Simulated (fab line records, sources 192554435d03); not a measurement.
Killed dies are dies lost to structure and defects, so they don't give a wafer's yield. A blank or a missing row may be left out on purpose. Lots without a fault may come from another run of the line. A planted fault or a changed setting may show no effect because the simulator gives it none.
fab line records | flow n5_finfet
record lots=5 wafers=14 last_day=19
route steps=1938 shown BEOL_M0@736 BEOL_M4@1111
lots that met no fault: from a run of the same line without faults
start_h: hours from the record's first day to the start of the lot's first wafer shown | wait_h: hours since the lot's step before | " the same as in the row above | L1.1+2: a row that stands for several wafers | - no value, or no start given | * or withheld: withheld | < > ~ a bound
route shown NAME@n: a module of which the file shows steps, and the number in the route of the first | usual: mean/standard deviation of fault-free wafers | same: alike in all rows | chamber/n: place in a boat | sites: the reading at each site | _std_site: their standard deviation | _edge_site: outer sites' mean less inner sites' | radius_mm: how far each site lies from the wafer's centre | mask NAME#n: copy n | behind: the tool/chamber that last shaped the wafer | hold: why the lot was held/for how many hours/how that ended | device: the transistor (n, p or np) that didn't switch | end of line: the same wafers' tests at the end of the route | a step without rows: its recipe alone | killed: dies lost to structure and defects at the first sort, not the wafer's yield | map: a wafer's dies, x killed, . not, _ none there
set.NAME: the setting as run; set.NAME@STEP: as run at that earlier step | model.NAME: the simulator's own value behind a step, which no gauge read
lots at some steps of the route; a table a step, a row a wafer
services: from which hour (start_h, from the record's first day; less than 0 if before it) a tool's chamber was out of use, for how many hours, and why
## steps
# step N5_BEOL_M0_SPUTTER_132
# recipe material=Cu target_thk_a=40 temp_c=-20 chamber_pressure_pa=0.07 power_w=withheld time_s=7.37
# step N5_BEOL_M0_ANNEAL_133
# recipe temp_c=400 time_s=60 ambient=vacuum
# step N5_BEOL_M0_SPUTTER_134
# recipe material=Cu target_thk_a=40 temp_c=-20 chamber_pressure_pa=0.07 power_w=withheld time_s=7.37
# step N5_BEOL_M0_ANNEAL_135
# recipe temp_c=400 time_s=60 ambient=vacuum
# usual heater_power_w=816/81 susceptor_temp_C_max=400.9/0.41
# columns lot.wafer tool chamber start_h wait_h heater_power_w susceptor_temp_C_max
L623.1 pvd_sputter-01 - 119.49 0.0 826 400.7
L623.5 " - " " 864 400.6
L623.6 " - " " 820 401.0
L625.1 pvd_sputter-02 - 125.54 0.0 849 400.1
L625.4 " - " " 884 401.0
L625.6 " - " " 861 400.5
L633.5 pvd_sputter-03 - 180.99 0.0 777 401.0
L633.6 " - " " 807 400.4
L639.1 pvd_sputter-01 - 214.29 0.1 631 401.3
L639.5 " - " " 856 400.4
L639.6 " - " " 822 400.6
L645.1 pvd_sputter-03 - 260.38 0.0 777 401.7
L645.2 " - " " 815 400.5
L645.3 " - " " 894 401.4
# step N5_BEOL_M0_SPUTTER_141
# recipe material=Cu target_thk_a=40 temp_c=-20 chamber_pressure_pa=0.07 power_w=withheld time_s=7.37
# usual chuck_sensor_temp_C=-16.0/0.44 throttle_valve_pct=30.4/1.1
# columns lot.wafer tool chamber start_h wait_h chuck_sensor_temp_C throttle_valve_pct
L623.1 pvd_sputter-01 - 119.53 0.0 -15.5 30.5
L623.5 " - " " -16.6 31.3
L623.6 " - " " -15.8 28.2
L625.1 pvd_sputter-02 - 125.58 0.0 -15.7 30.0
L625.4 " - " " -15.3 31.5
L625.6 " - " " -16.4 31.4
L633.5 pvd_sputter-03 - 181.05 0.0 -16.3 32.7
L633.6 " - " " -16.5 29.6
L639.1 pvd_sputter-01 - 214.37 0.0 -16.6 30.3
L639.5 " - " " -16.5 31.3
L639.6 " - " " -15.9 28.3
L645.1 pvd_sputter-03 - 260.42 0.0 -16.3 32.3
L645.2 " - " " -16.3 29.7
L645.3 " - " " -14.8 28.7
# step N5_BEOL_M0_ECD_118
# recipe material=Cu target_thk_a=3000
# step N5_BEOL_M0_ANNEAL_119
# recipe temp_c=225 time_s=90 ambient=N2
# step N5_BEOL_M0_CMP_120
# recipe stop_on=SiOC t_overpolish_s=6.9 down_force_psi=1 platen_rpm=50 clearing_platen_down_force_psi=1.5 clearing_platen_rpm=50 post_cmp_clean=cu_alkaline clearing_platen_pad_velocity_m_s=0.99484 pad_velocity_m_s=0.99484
# usual barrier_field_endpoint_s=3.63/0.12 motor_current_A=5.9/0.52 overpolish_run_s=6.900/0.0094 slurry_flow_ml_min=150.0/0.43 time_to_endpoint_s=62.3/2.7
# columns lot.wafer tool chamber start_h wait_h barrier_field_endpoint_s motor_current_A overpolish_run_s slurry_flow_ml_min time_to_endpoint_s
L623.1 cmp-04 0 120.02 0.3 3.56 6.3 6.888 149.7 61.8
L623.5 " 0 " " 3.52 6.3 6.898 149.5 63.3
L623.6 " 1 " " 3.41 5.5 6.902 150.1 60.9
L625.4 cmp-01 3 126.08 0.1 3.78 5.2 6.897 148.9 61.7
L625.1 " 0 " " 3.68 6.4 6.906 149.5 63.2
L625.6 " 3 " " 3.82 5.0 6.907 150.1 63.0
L633.6 cmp-01 3 181.71 0.2 3.41 5.1 6.891 150.7 54.9
L633.5 " 0 " " 3.53 6.6 6.902 149.5 57.3
L639.1 cmp-04 1 215.03 0.3 3.56 6.0 6.899 149.7 62.4
L639.5 " 3 " " 3.50 5.7 6.890 149.0 65.9
L639.6 " 0 " " 3.65 6.3 6.892 149.9 66.1
L645.1 cmp-04 0 260.91 0.3 3.76 6.5 6.910 149.7 59.7
L645.2 " 1 " " 3.55 6.0 6.894 150.0 58.8
L645.3 " 3 " " 3.60 5.7 6.910 149.7 61.7
# step N5_BEOL_M0_PRE_CLEAN_131
# recipe gas=NH3/H2 time_s=15 temp_c=* rf_power_w=300
# usual heater_power_w=86/13
# columns lot.wafer tool chamber start_h wait_h heater_power_w since_wet_clean_h
L623.1 cvd_co-01 0 120.35 0.0 117 880
L623.5 " 2 " " 76 -
L623.6 " 0 " " 117 -
L625.1 cvd_co-02 2 126.42 0.0 88 208
L625.4 " 2 " " 88 -
L625.6 " 1 " " 71 -
L633.5 cvd_co-01 2 181.94 0.1 76 -
L633.6 " 1 " " 74 -
L639.1 cvd_co-01 1 215.29 0.0 75 79
L639.5 " 2 " " 76 -
L639.6 " 0 " " 120 -
L645.1 cvd_co-01 2 261.24 0.0 76 550
L645.2 " 0 " " 120 1021
L645.3 " 1 " " 73 125
# step N5_BEOL_M0_CO_CAP_123
# recipe material=Co target_thk_a=20 temp_c=200 precursor=CCTBA/H2 pressure_torr=30 time_s=102.1
# usual heater_power_w=237/16
# columns lot.wafer tool chamber start_h wait_h heater_power_w since_wet_clean_h
L623.1 cvd_co-01 0 120.41 0.0 267 880
L623.5 " 2 " " 223 -
L623.6 " 0 " " 275 -
L625.1 cvd_co-02 2 126.46 0.0 235 208
L625.4 " 2 " " 233 -
L625.6 " 1 " " 220 -
L633.5 cvd_co-01 2 182.00 0.0 226 -
L633.6 " 1 " " 223 -
L639.1 cvd_co-01 1 215.33 0.0 225 79
L639.5 " 2 " " 229 -
L639.6 " 0 " " 282 -
L645.1 cvd_co-01 2 261.28 0.0 225 550
L645.2 " 0 " " 283 1021
L645.3 " 1 " " 224 125
# step N5_BEOL_M0_PRE_CLEAN_124
# recipe gas=NH3 time_s=15 temp_c=withheld rf_power_w=300
# step N5_BEOL_M0_DEP_125
# recipe material=SiCN target_thk_a=80 temp_c=withheld precursor=3MS/NH3 pressure_torr=3 rf_w=202 time_s=14
# usual showerhead_plenum_p_Torr=3.660/0.011 throttle_valve_pct=9.0/0.34
# columns lot.wafer tool chamber start_h wait_h showerhead_plenum_p_Torr since_wet_clean_h throttle_valve_pct model.SiCN_of_BEOL_M0_DEP_125.thk_nm
L623.1 pecvd-01 1 120.56 0.0 3.655 1549 9.2 8
L623.5 " 2 " " 3.657 - 8.8 8
L623.6 " 1 " " 3.660 - 9.4 8
L625.1 pecvd-01 2 126.57 0.0 3.662 76 8.9 7.8
L625.4 " 0 " " 3.654 - 8.3 8
L625.6 " 1 " " 3.661 - 9.4 8
L633.5 pecvd-01 1 182.10 0.0 3.663 - 9.4 7.8
L633.6 " 2 " " 3.659 - 9.1 8.8
L639.1 pecvd-04 0 215.45 0.0 3.679 1282 8.9 8
L639.5 " 2 " " 3.656 - 8.8 8.4
L639.6 " 1 " " 3.666 - 9.5 8.2
L645.1 pecvd-01 1 261.40 0.0 3.665 1690 9.2 8
L645.2 " 2 " " 3.662 211 9.2 8
L645.3 " 0 " " 3.646 965 8.7 8
# step N5_BEOL_M0_RS_MEAS_126
# recipe thk_meas_gauge=four-point-probe reads=Co_of_BEOL_M0_CO_CAP_123+Cu_of_BEOL_M0_ECD_118+Co_of_BEOL_M0_CVD_115+TaN_of_BEOL_M0_ALD_136
# usual M0_RS=0.535/0.015
# columns lot.wafer tool chamber start_h wait_h M0_RS[ohm/sq]
L623.1 film_metro-02 - 120.63 0.0 0.559
L623.5 " - " " 0.537
L623.6 " - " " 0.554
L625.1 film_metro-01 - 126.64 0.0 0.558
L625.4 " - " " 0.533
L625.6 " - " " 0.539
L633.5 film_metro-02 - 182.15 0.0 0.524
L633.6 " - " " 0.531
L639.1 film_metro-02 - 215.51 0.0 0.539
L639.5 " - " " 0.511
L639.6 " - " " 0.519
L645.1 film_metro-01 - 261.47 0.0 0.539
L645.2 " - " " 0.533
L645.3 " - " " 0.532
# step N5_BEOL_M4_RC_MEAS_101
# usual DIBL_N=36.2/1.2 DIBL_P=36.3/1.3 IOFF_N=0.155/0.019 IOFF_P=0.210/0.029 ION_N=677/8.6 ION_P=465/6.8 SS_N=71.4/0.48 SS_P=73.2/0.53 VT_N=249.9/2.4 VT_P=-250/3.2
# columns lot.wafer tool chamber start_h wait_h DIBL_N[mV/V] DIBL_P[mV/V] IOFF_N[nA/um] IOFF_P[nA/um] ION_N[uA/um] ION_P[uA/um] SS_N[mV/dec] SS_P[mV/dec] VT_N[mV] VT_P[mV]
L623.1 prober-02 0 158.27 0.0 36.7 37.5 0.172 0.218 680 469 71.5 73.3 249.2 -250
L623.5 " 0 " " 37.2 37.8 0.173 0.225 686 469 71.9 72.9 251.2 -250
L623.6 " 0 " " 37.2 37.5 0.171 0.211 678 466 71.6 72.8 249.5 -249
L625.1 prober-02 0 164.41 0.0 37.0 38.1 0.186 0.255 703 479 71.3 74.4 242.8 -246
L625.4 " 0 " " 36.0 36.2 0.160 0.230 678 470 71.3 73.4 245.2 -247
L625.6 " 0 " " 34.6 34.7 0.137 0.204 680 469 70.7 73.1 250.8 -249
L633.5 prober-01 0 245.54 0.6 35.3 34.6 0.131 0.211 679 472 71.0 72.2 253.8 -247
L633.6 " 0 " " 35.7 35.3 0.140 0.217 674 466 71.4 72.3 250.8 -247
L639.1 prober-01 0 280.71 0.0 35.1 35.7 0.141 0.174 672 456 71.4 73.3 253.6 -255
L639.5 " 0 " " 34.8 34.8 0.125 0.171 658 455 71.3 73.1 253.4 -255
L639.6 " 0 " " 35.8 35.9 0.143 0.172 659 451 72.1 72.5 250.9 -257
L645.1 prober-02 0 329.04 0.0 36.2 35.4 0.151 0.202 671 464 71.4 73.1 249.5 -252
L645.2 " 0 " " 35.7 35.3 0.148 0.196 665 455 71.2 72.5 251.8 -252
L645.3 " 0 " " 38.5 37.9 0.202 0.232 680 461 72.1 74.5 247.8 -252
## services
# columns tool chamber start_h hours kind
pecvd-01 0 100.30 2.1 scheduled_down
pecvd-01 1 108.38 5.5 scheduled_down
cvd_co-01 1 114.67 - clean
cvd_co-01 1 114.67 22.0 scheduled_down
cvd_co-01 1 114.67 22.0 vent_cycle
cmp-01 - 118.38 4.0 pm
cmp-01 - 122.38 - consumable_replace:conditioner
cmp-01 - 122.38 - consumable_replace:pad
pecvd-01 0 130.82 18.9 repair
pvd_sputter-01 - 146.86 5.2 repair
pecvd-01 2 152.71 5.5 scheduled_down
pecvd-04 - 158.24 2.8 pm
cmp-04 - 163.51 2.6 repair
pecvd-01 - 168.97 1.6 repair
cmp-04 - 179.49 2.6 pm
pecvd-04 - 184.15 6.0 pm
cvd_co-02 - 185.61 0.4 repair
cmp-01 - 191.57 0.8 repair
cmp-04 - 194.34 2.0 repair
cvd_co-02 2 198.84 5.5 repair
cmp-04 - 199.97 3.2 repair
cvd_co-01 - 216.40 0.4 repair
cmp-01 - 217.95 2.7 repair
cvd_co-01 - 247.49 6.9 pm
## key
first_sign none at tools or gauges
model_effect step=N5_BEOL_M0_DEP_125 value=SiCN_of_BEOL_M0_DEP_125.thk_nm without=7.8 struck=8.8
met_at N5_BEOL_M0_DEP_125
struck_wafers L633.6
onset_between 126.57 182.10
fault kind=process_parameter_drift tool=pecvd-01 chamber=- onset_h=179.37 steps=N5_BEOL_M0_DEP_125 channel=time_s offset=* shape=step end_h=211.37 scope=struck_wafers_only acts_in=* stated=*
